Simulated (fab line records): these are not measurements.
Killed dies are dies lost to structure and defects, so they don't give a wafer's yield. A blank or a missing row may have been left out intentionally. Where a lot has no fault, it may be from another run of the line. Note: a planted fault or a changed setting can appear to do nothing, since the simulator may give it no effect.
Chamber matching ; flow nand_harc ; NHARC_P_CONTACT_STRIP_28 on rie_diel-09 has 4 sister chambers
The step strips in O2. 4 wafers are shown with their chamber, then 9 later ones without.

== WAFERS WITH THEIR CHAMBER ==
wafer;chamber;showerhead_plenum_p_Torr (Torr)
L084.5;1;3.77
L086.2;0;3.58
L086.3;3;3.37
L086.4;2;3.32

== WAFERS WITH NO CHAMBER GIVEN ==
wafer;showerhead_plenum_p_Torr (Torr)
L091.3;3.77
L091.4;3.58
L091.6;3.58
L092.2;3.58
L092.4;3.76
L092.5;3.32
L096.1;3.76
L096.4;3.37
L096.6;3.32

== CHAMBER TAKEN BY EACH ==
wafer;from the rows above;in truth
L091.3;1;1
L091.4;0;0
L091.6;0;0
L092.2;0;0
L092.4;1;1
L092.5;2;2
L096.1;1;1
L096.4;3;3
L096.6;2;2
Placed correctly: 9 of 9. Can't be placed from these rows: 0. Number placed wrongly: 0.
How it was worked out, from the rows above alone: a wafer's distance from a chamber is the root of the sum, over the readings, of the square of ((its reading less the chamber's mean) divided by the reading's scatter). If the next closest chamber is less than 2 further off than the closest, the wafer can't be placed; otherwise it belongs to the closest. A chamber's mean is the mean of its shown wafers. The scatter: with one shown wafer a chamber, the root of the mean of the squares of how far each hidden wafer lies from its nearest shown one.
